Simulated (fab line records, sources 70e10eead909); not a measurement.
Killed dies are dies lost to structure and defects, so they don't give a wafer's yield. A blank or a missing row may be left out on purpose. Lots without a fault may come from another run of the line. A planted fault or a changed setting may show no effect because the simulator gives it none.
fab line records | flow nand_harc
record lots=11 wafers=30 last_day=33
route steps=1302 shown P_ZERO_WELL@12 P_STI@88
lots that met no fault: from a run of the same line without faults
start_h: hours from the record's first day to the start of the lot's first wafer shown | wait_h: hours since the lot's step before | " the same as in the row above | L1.1+2: a row that stands for several wafers | - no value, or no start given | * or withheld: withheld | < > ~ a bound
route shown NAME@n: a module of which the file shows steps, and the number in the route of the first | usual: mean/standard deviation of fault-free wafers | same: alike in all rows | chamber/n: place in a boat | sites: the reading at each site | _std_site: their standard deviation | _edge_site: outer sites' mean less inner sites' | radius_mm: how far each site lies from the wafer's centre | mask NAME#n: copy n | behind: the tool/chamber that last shaped the wafer | hold: why the lot was held/for how many hours/how that ended | device: the transistor (n, p or np) that didn't switch | end of line: the same wafers' tests at the end of the route | a step without rows: its recipe alone | killed: dies lost to structure and defects at the first sort, not the wafer's yield | map: a wafer's dies, x killed, . not, _ none there
set.NAME: the setting as run; set.NAME@STEP: as run at that earlier step | model.NAME: the simulator's own value behind a step, which no gauge read
steps of the route over a sample of lots; a table a step, a row a wafer
services: from which hour (start_h, from the record's first day; less than 0 if before it) a tool's chamber was out of use, for how many hours, and why
## steps
# step NHARC_P_ZERO_WELL_PEB_09
# recipe peb_temp_c=128 peb_time_s=80
# usual heater_power_total_W=189.7/0.77 plate_temp_C=128.01/0.14
# columns lot.wafer tool chamber start_h wait_h heater_power_total_W plate_temp_C
L279.1 litho_track-05 0 31.15 0.1 188.9 128.36
L279.3 " 0 " " 188.5 128.37
L279.6 " 0 " " 189.9 127.86
L280.3 litho_track-05 0 41.16 0.1 190.7 127.95
L280.5 " 0 " " 188.9 127.97
L280.6 " 0 " " 189.4 127.85
L284.1 litho_track-05 0 81.15 0.1 190.6 128.11
L284.3 " 0 " " 189.2 127.97
L284.5 " 0 " " 189.0 128.06
L285.1 litho_track-05 0 91.15 0.1 189.2 128.22
L285.2 " 0 " " 189.6 128.23
L285.6 " 0 " " 190.7 128.06
L291.5 litho_track-05 0 151.04 0.0 190.6 128.08
L291.6 " 0 " " 238.5 -
L292.3 litho_track-05 0 161.15 0.1 240.2 -
L292.5 " 0 " " 189.2 127.90
L294.2 litho_track-05 0 181.16 0.1 189.0 127.93
L294.6 " 0 " " 238.9 -
L295.2 litho_track-07 0 191.03 0.1 189.8 127.94
L295.4 " 0 " " 188.9 127.71
L295.5 " 0 " " 190.5 127.84
L296.2 litho_track-07 0 201.15 0.1 188.6 128.04
L296.5 " 0 " " 189.0 128.06
L296.6 " 0 " " 189.5 128.20
L300.1 litho_track-05 0 241.15 0.1 190.6 127.92
L300.2 " 0 " " 190.9 128.06
L300.6 " 0 " " 189.5 128.00
L301.1 litho_track-05 0 251.16 0.1 189.7 127.89
L301.2 " 0 " " 189.5 127.94
L301.3 " 0 " " 189.7 128.01
# step NHARC_P_ZERO_WELL_CD_MEAS_11
# recipe target_cd_nm=500 landing_energy_ev=500
# usual cd_nm=499.3/2.1
# columns lot.wafer tool chamber start_h wait_h cd_nm
L279.1 cd_sem-02 0 31.24 - 501.0
L279.3 " 0 " " 499.0
L279.6 " 0 " " 496.3
L280.3 cd_sem-01 0 41.25 - 500.5
L280.5 " 0 " " 500.6
L280.6 " 0 " " 496.5
L284.1 cd_sem-03 0 81.23 - 499.8
L284.3 " 0 " " 498.9
L284.5 " 0 " " 500.3
L285.1 cd_sem-02 0 91.24 - 494.5
L285.2 " 0 " " 498.3
L285.6 " 0 " " 498.9
L291.5 cd_sem-01 0 151.13 - 499.3
L291.6 " 0 " " 476.1
L292.3 cd_sem-03 0 161.24 - 476.1
L292.5 " 0 " " 498.0
L294.2 cd_sem-02 0 181.24 - 497.1
L294.6 " 0 " " 476.0
L295.2 cd_sem-03 0 191.12 - 499.4
L295.4 " 0 " " 499.0
L295.5 " 0 " " 499.5
L296.2 cd_sem-02 0 201.24 - 497.1
L296.5 " 0 " " 500.4
L296.6 " 0 " " 498.0
L300.1 cd_sem-03 0 241.23 - 500.7
L300.2 " 0 " " 498.8
L300.6 " 0 " " 499.6
L301.1 cd_sem-02 0 251.24 - 498.7
L301.2 " 0 " " 499.6
L301.3 " 0 " " 501.4
# step NHARC_P_ZERO_WELL_ETCH_62
# recipe target_depth_a=130 time_s=6.5 chf3_flow_sccm=50 ar_flow_sccm=200 rf_w=500 bias_w=200 chemistry=CHF3/Ar
# usual bias_w=200.1/0.62 chamber_pressure_mTorr=25.001/0.023 drypump_motor_current_A=5.9/0.4 oes_product_au=0.961/0.015 rf_fwd_power_W=488.5/2 rf_vpp_V=370.6/1.9 showerhead_plenum_p_Torr=2.34/0.082 throttle_valve_pct=20.216/0.0089
# columns lot.wafer tool chamber start_h wait_h bias_w chamber_pressure_mTorr drypump_motor_current_A oes_product_au rf_fwd_power_W rf_hours_counter_h rf_vpp_V showerhead_plenum_p_Torr throttle_valve_pct
L279.1 rie_diel-12 0 - - 200.2 25.013 6.2 0.938 490.3 37 368.5 2.30 20.205
L279.3 " 3 " " 199.8 24.955 6.1 0.943 487.6 26 367.7 2.25 20.199
L279.6 " 0 " " 200.2 25.034 6.2 0.942 488.7 - 369.4 2.30 20.219
L280.3 rie_diel-05 1 - - 200.0 24.978 6.1 0.954 491.7 45 367.1 2.24 20.206
L280.5 " 1 " " 200.2 25.010 6.1 0.960 492.5 - 369.5 2.24 20.239
L280.6 " 2 " " 200.6 25.006 5.3 0.951 490.8 - 372.4 2.38 20.219
L284.1 rie_diel-12 0 - - 200.2 25.006 6.2 0.959 489.6 52 370.0 2.30 20.215
L284.3 " 1 " " 200.6 25.009 6.2 0.969 486.5 50 371.6 2.40 20.212
L284.5 " 3 " " 200.2 25.010 6.1 0.946 487.6 - 369.0 2.25 20.223
L285.2 rie_diel-05 2 - - 199.6 24.998 5.4 0.941 490.7 10 372.2 2.37 20.211
L285.1 " 3 " " 199.5 25.033 5.8 0.933 486.2 8 372.3 2.45 20.202
L285.6 " 3 " " 199.3 25.005 5.7 0.937 486.3 - 371.9 2.45 20.237
L291.5 rie_diel-05 1 - - 200.7 24.986 6.1 0.948 488.3 - 369.4 2.23 20.206
L291.6 " 2 " " 200.1 24.985 5.4 0.942 488.2 - 369.4 2.36 20.214
L292.3 rie_diel-12 2 - - 199.3 25.005 5.6 0.980 487.0 15 370.1 2.39 20.225
L292.5 " 2 " " 199.6 25.005 5.6 0.986 488.4 - 371.0 2.39 20.208
L294.2 rie_diel-12 2 - - 200.9 25.005 5.6 0.956 488.1 23 372.0 2.39 20.216
L294.6 " 0 " " 199.9 24.993 6.2 0.939 489.7 - 368.1 2.29 20.218
L295.2 rie_diel-12 1 - - 200.9 24.998 6.2 0.980 487.8 24 371.5 2.38 20.206
L295.4 " 0 " " 198.6 25.005 6.2 0.993 489.2 27 369.2 2.29 20.230
L295.5 " 2 " " 200.1 24.984 5.6 0.967 486.0 - 370.7 2.39 20.221
L296.2 rie_diel-03 2 - - 199.6 25.014 5.0 0.958 488.8 34 371.7 2.37 20.208
L296.5 " 0 " " 200.6 24.993 6.5 0.949 487.9 - 371.5 2.45 20.215
L296.6 " 1 " " 200.1 24.960 5.7 0.945 487.8 - 371.8 2.41 20.212
L300.1 rie_diel-03 1 - - 200.8 24.982 5.7 0.959 488.6 44 372.0 2.40 20.234
L300.2 " 2 " " 200.4 24.982 4.9 0.985 488.7 44 372.1 2.37 20.214
L300.6 " 0 " " 200.0 25.008 6.5 0.959 486.7 - 373.4 2.44 20.207
L301.3 rie_diel-12 1 - - 200.3 25.021 6.2 0.960 488.1 40 371.5 2.38 20.223
L301.2 " 2 " " 200.3 25.005 5.6 0.948 484.5 42 371.0 2.38 20.220
L301.1 " 3 " " 199.8 24.984 6.1 0.955 488.6 48 368.9 2.23 20.203
# step NHARC_P_ZERO_WELL_DESCUM_54
# recipe time_s=3 o2_flow_sccm=200 ar_flow_sccm=0 bias_power_w=0 chemistry=O2
# usual chamber_pressure_mTorr=60.00/0.047 drypump_motor_current_A=5.9/0.39 oes_product_au=1.004/0.0099 rf_vpp_V=57.8/0.83 showerhead_plenum_p_Torr=1.91/0.066 throttle_valve_pct=11.311/0.0093
# columns lot.wafer tool chamber start_h wait_h chamber_pressure_mTorr drypump_motor_current_A oes_product_au rf_hours_counter_h rf_vpp_V showerhead_plenum_p_Torr throttle_valve_pct
L279.3 rie_diel-05 1 38.28 - 59.98 6.1 0.999 44 57.2 1.83 11.312
L279.1 " 3 " " 60.09 5.7 1.001 43 59.1 2.01 11.308
L279.6 " 0 " " 60.00 5.7 1.000 - 56.9 1.93 11.293
L280.3 rie_diel-03 3 46.23 - 59.99 5.9 0.991 33 57.6 1.80 11.303
L280.5 " 3 " " 60.05 5.9 0.997 - 57.3 1.80 11.316
L280.6 " 0 " " 59.95 6.5 0.978 - 57.6 2.02 11.317
L284.1 rie_diel-05 1 85.69 - 60.09 6.2 1.008 9 56.3 1.82 11.294
L284.3 " 2 " " 59.97 5.4 0.999 9 56.2 1.94 11.310
L284.5 " 1 " " 59.98 6.2 1.008 - 58.9 1.82 11.315
L285.2 rie_diel-03 2 96.04 - 60.04 5.0 1.017 45 58.2 1.95 11.302
L285.1 " 3 " " 60.01 5.9 1.002 47 57.4 1.80 11.290
L285.6 " 3 " " 59.89 5.9 0.996 - 58.1 1.80 11.304
L291.5 rie_diel-05 2 156.07 - 59.99 5.3 0.994 - 59.7 1.93 11.313
L291.6 " 3 " " 60.03 5.7 0.990 - 58.2 2.00 11.306
L292.3 rie_diel-12 0 165.87 - 59.96 6.2 1.005 19 57.6 1.87 11.333
L292.5 " 1 " " 60.04 6.2 1.005 - 56.9 1.95 11.313
L294.2 rie_diel-12 3 186.08 - 59.98 6.1 1.009 27 57.6 1.82 11.311
L294.6 " 0 " " 60.04 6.2 1.032 - 58.2 1.86 11.308
L295.4 rie_diel-12 1 195.68 - 59.99 6.2 1.001 25 57.8 1.95 11.312
L295.2 " 3 " " 60.05 6.1 1.008 29 57.9 1.82 11.332
L295.5 " 1 " " 60.02 6.2 0.999 - 59.2 1.95 11.320
L296.2 rie_diel-12 0 206.02 - 59.99 6.2 1.026 33 57.1 1.86 11.302
L296.6 " 0 " " 60.08 6.2 1.017 - 57.7 1.86 11.304
L296.5 " 1 " " 60.01 6.2 1.007 - 60.4 1.95 11.313
L300.2 rie_diel-03 2 245.89 - 59.95 5.0 1.009 45 58.2 1.94 11.307
L300.1 " 0 " " 60.07 6.5 1.008 41 57.6 2.00 11.304
L300.6 " 1 " " 59.98 5.7 1.004 - 57.1 1.96 11.311
L301.3 rie_diel-12 1 255.92 - 59.99 6.2 1.004 40 57.2 1.94 11.324
L301.1 " 2 " " 60.04 5.6 1.020 42 59.1 1.95 11.323
L301.2 " 0 " " 59.96 6.2 1.029 47 58.4 1.86 11.314
# step NHARC_P_STI_ETCH_42
# recipe target_depth_a=800 overetch_a=240 time_s=61 ion_energy_ev=200 n2_flow_sccm=150 h2_flow_sccm=150 ar_flow_sccm=0 rf_w=400 bias_w=150 chemistry=N2/H2
# usual bias_w=150.0/0.45 chamber_pressure_mTorr=30.004/0.026 drypump_motor_current_A=5.7/0.35 oes_product_au=1.001/0.0085 rf_fwd_power_W=395.9/1.6 rf_vpp_V=429.7/2.2 showerhead_plenum_p_Torr=2.01/0.077 throttle_valve_pct=14.173/0.0085
# columns lot.wafer tool chamber start_h wait_h bias_w chamber_pressure_mTorr drypump_motor_current_A oes_product_au rf_fwd_power_W rf_hours_counter_h rf_vpp_V showerhead_plenum_p_Torr throttle_valve_pct
L279.1 rie_diel-01 2 55.01 0.1 151.4 30.012 5.5 1.002 394.3 2 430.9 2.10 14.178
L279.3 " 3 " " 150.5 29.965 5.8 1.012 397.9 2 430.0 2.06 14.166
L279.6 " 3 " " 150.1 29.991 5.8 1.009 398.5 - 432.1 2.06 14.166
L280.3 rie_diel-08 2 63.07 0.1 150.3 30.010 5.3 0.995 396.7 3 433.0 2.09 14.173
L280.6 " 3 " " 149.5 30.056 5.7 0.996 396.7 - 427.0 1.91 14.173
L280.5 " 0 " " 151.0 29.972 5.2 0.999 393.8 - 434.0 2.18 14.190
L284.3 rie_diel-08 3 102.99 0.1 149.5 29.968 5.7 1.004 394.5 8 428.1 1.91 14.180
L284.1 " 0 " " 149.8 29.990 5.2 1.008 395.4 7 432.9 2.18 14.159
L284.5 " 2 " " 149.6 29.948 5.4 1.001 395.8 - 430.4 2.08 14.166
L285.1 rie_diel-02 0 114.01 0.1 150.5 30.048 6.1 1.004 397.8 2 431.0 2.02 14.172
L285.2 " 2 " " 149.9 30.005 5.2 1.008 395.8 2 430.1 2.03 14.193
L285.6 " 3 " " 150.0 29.995 6.1 1.007 396.2 - 428.4 1.92 14.162
L291.6 rie_diel-08 2 174.89 0.1 149.5 29.989 5.3 1.002 397.7 - 431.3 2.08 14.190
L291.5 " 3 " " 149.4 30.028 5.7 0.997 398.9 - 425.8 1.90 14.181
L292.3 rie_diel-02 1 183.15 0.1 149.1 30.006 5.8 0.992 394.4 5 430.1 2.07 14.178
L292.5 " 1 " " 149.0 30.002 5.8 1.002 394.7 - 431.6 2.07 14.183
L294.2 rie_diel-01 3 203.77 0.1 150.9 30.001 5.8 1.001 397.2 10 429.3 2.06 14.174
L294.6 " 0 " " 149.7 29.965 5.9 0.986 394.7 - 427.9 1.95 14.171
L295.4 rie_diel-02 2 212.20 0.1 150.4 30.009 5.2 1.006 395.2 8 430.3 2.03 14.162
L295.2 " 3 " " 150.1 29.994 6.1 0.996 393.6 8 426.6 1.91 14.170
L295.5 " 2 " " 150.0 29.984 5.2 1.011 395.9 - 429.9 2.03 14.173
L296.2 rie_diel-01 2 231.00 0.1 149.7 30.024 5.4 0.995 396.4 1 432.1 2.09 14.178
L296.6 " 3 " " 149.9 29.975 5.8 0.994 397.7 - 430.5 2.06 14.169
L296.5 " 0 " " 150.0 30.022 5.9 1.004 396.3 - 427.3 1.95 14.175
L300.2 rie_diel-02 0 262.35 0.1 150.2 29.997 6.1 1.011 396.9 2 431.7 2.02 14.162
L300.1 " 2 " " 150.3 30.026 5.2 1.011 394.5 2 429.8 2.03 14.174
L300.6 " 0 " " 149.3 30.012 6.1 1.010 396.8 - 431.2 2.02 14.182
L301.2 rie_diel-02 3 274.03 0.1 150.0 30.036 6.1 1.005 396.1 2 427.3 1.91 14.179
L301.3 " 0 " " 150.4 30.007 6.1 1.007 396.5 2 429.3 2.02 14.170
L301.1 " 2 " " 150.2 30.035 5.2 0.988 395.2 2 430.6 2.03 14.170
## services
# columns tool chamber start_h hours kind
rie_diel-12 1 10.24 6.1 repair
rie_diel-08 2 13.60 7.0 repair
rie_diel-03 0 16.11 5.8 repair
rie_diel-12 1 32.04 7.1 repair
rie_diel-03 - 39.57 0.3 repair
rie_diel-02 - 39.70 9.0 pm
rie_diel-05 - 52.68 9.0 pm
rie_diel-02 2 86.30 3.6 repair
rie_diel-12 - 93.42 9.0 pm
rie_diel-03 - 105.33 9.0 pm
litho_track-05 - 124.00 7.0 pm
rie_diel-02 1 124.25 11.6 repair
rie_diel-12 - 124.37 0.7 repair
rie_diel-12 - 163.55 1.8 repair
rie_diel-05 2 179.32 6.6 repair
rie_diel-05 - 180.99 0.5 repair
rie_diel-03 2 213.34 8.4 repair
rie_diel-02 - 216.70 9.0 pm
rie_diel-02 - 228.63 0.2 repair
rie_diel-05 - 230.04 9.0 pm
rie_diel-02 - 254.42 1.1 repair
rie_diel-12 1 264.73 13.7 repair
rie_diel-12 0 270.26 11.8 repair
rie_diel-12 - 270.42 9.0 pm
## key
first_sign step=NHARC_P_ZERO_WELL_PEB_09 reading=heater_power_total_W direction=up sigmas=64 usual=* struck=*
effect step=NHARC_P_ZERO_WELL_CD_MEAS_11 reading=cd_nm direction=down sigmas=11 usual=499.3 struck=476.0
met_at NHARC_P_ZERO_WELL_PEB_09
struck_lots L291,L292,L294
struck_wafers L291.6,L292.3,L294.6
tester_left_out L291,L292,L294
not_acting_at NHARC_P_ZERO_WELL_ETCH_62,NHARC_P_ZERO_WELL_DESCUM_54,NHARC_P_STI_ETCH_42
onset_between 91.15 151.04
fault kind=process_parameter_drift tool=litho_track-05 chamber=- onset_h=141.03 steps=NHARC_P_ZERO_WELL_PEB_09 channel=peb_time_s offset=* shape=step end_h=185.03 scope=struck_wafers_only acts_in=* stated=*
# tester_left_out: of these lots the tester's yield and bins aren't shown, on N5 and GAA mostly nor the transistor test; their killed dies are dies lost to structure and defects alone, not to doping, threshold or leakage, so they don't give the yield
